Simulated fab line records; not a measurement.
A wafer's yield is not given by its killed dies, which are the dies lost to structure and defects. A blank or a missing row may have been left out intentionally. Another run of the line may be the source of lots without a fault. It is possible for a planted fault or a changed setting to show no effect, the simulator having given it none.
Split-lot trial ; flow n5Finfet ; 7 lots, 21 wafers read, on a route of 1938 steps

## ON THE SPLIT
At N5_BEOL_M10_PEB_26 (peb time 60 s), the setting pebTimeS was moved away from the recipe's 60 s on 6 of the 21 wafers read, by -14.8% to +19.0%. For the rest of the wafers, this setting stayed at what the recipe calls for.

## FROM THE SPLIT TO THE READING: what the file shows between them, 1 step
- N5_BEOL_M10_DEVELOP_27: develop time 30 s

## THE READING
cdNm at N5_BEOL_M10_CD_MEAS_28, given in nm (cd target 70 nm). Typical for fault-free wafers on this fab line: 69.7 nm, with standard deviation 1 nm.

wafer;tool, chamber at the split;pebTimeS as run, s;against the recipe;cdNm, nm;against lot-mates on the recipe
L074.2;lithoTrack-05, 0;69.48;+15.8%;76.3;+5.0
L074.3;lithoTrack-05, 0;60;recipe;71.5;-
L074.4;lithoTrack-05, 0;60;recipe;71.2;-
L080.2;lithoTrack-03, 0;60;recipe;68.2;-
L080.3;lithoTrack-03, 0;51.15;-14.8%;64.0;-4.8
L080.6;lithoTrack-03, 0;60;recipe;69.5;-
L082.4;lithoTrack-01, 0;60;recipe;68.6;-
L082.5;lithoTrack-01, 0;71.4;+19.0%;76.2;+7.0
L082.6;lithoTrack-01, 0;60;recipe;69.9;-
L086.1;lithoTrack-01, 0;60;recipe;70.2;-
L086.4;lithoTrack-01, 0;60;recipe;69.8;-
L086.5;lithoTrack-01, 0;60;recipe;69.5;-
L089.1;lithoTrack-01, 0;55.95;-6.8%;65.5;-3.9
L089.4;lithoTrack-01, 0;60;recipe;69.9;-
L089.6;lithoTrack-01, 0;60;recipe;68.9;-
L091.1;lithoTrack-03, 0;60;recipe;69.6;-
L091.4;lithoTrack-03, 0;60;recipe;69.7;-
L091.6;lithoTrack-03, 0;68.6;+14.3%;75.6;+5.9
L093.3;lithoTrack-05, 0;60;recipe;72.1;-
L093.4;lithoTrack-05, 0;60;recipe;71.3;-
L093.6;lithoTrack-05, 0;69.78;+16.3%;76.6;+4.9

THE FIT
A straight line over all 21 wafers: cdNm changes by +0.395 nm for each +1% of pebTimeS; r = +0.95; the points scatter about the line by 1.1 nm.
The same after taking each lot's own level away (the mean of its wafers on the recipe; 21 wafers): +0.354 nm for each +1%; r = +0.98; scatter 0.61 nm.
On that fit, the largest move of pebTimeS shifts the reading by 6.7 nm.
The lots' own levels span 68.85 to 71.70 nm, that is 2.8 times the standard deviation above.
In other words, the slope is changed by the lot-to-lot level; the two fits disagree.
Check: +6.55 nm against its lot-mates is what the line predicts for one of the wafers moved furthest among these (+19.0%) when that wafer is left out of the fit. Against them it came out at +6.95 nm.

## FURTHER SPLITS ON THESE WAFERS
Note: prior to the reading, these wafers also went through further splits. Each is held against what the fit with the lots' levels taken away leaves over:
other split on the same wafers;wafers away from the commonest value;r with cdNm (lot level and that fit taken away)
N5_BEOL_M3_COAT_68 spinRpm;4;+0.43
N5_BEOL_M6_COAT_59 spinRpm;5;-0.35
N5_BEOL_M6_ETCH_61 biasW;5;+0.21
N5_BEOL_M6_ETCH_66 biasW;3;-0.16
N5_BEOL_M7_ETCH_41 sourceW;7;-0.05
N5_BEOL_M8_COAT_64 spinRpm;7;+0.26
N5_BEOL_M8_COAT_22 spinRpm;9;-0.14
N5_BEOL_M9_ETCH_62 timeS;10;+0.04
N5_BEOL_M9_EXPOSE_25 doseMj;6;-0.13
N5_BEOL_M10_COAT_22 spinRpm;8;-0.09

## THE FILE'S OWN FIT
cdNm changes by +0.352 nm for each +1% of pebTimeS, r = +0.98.
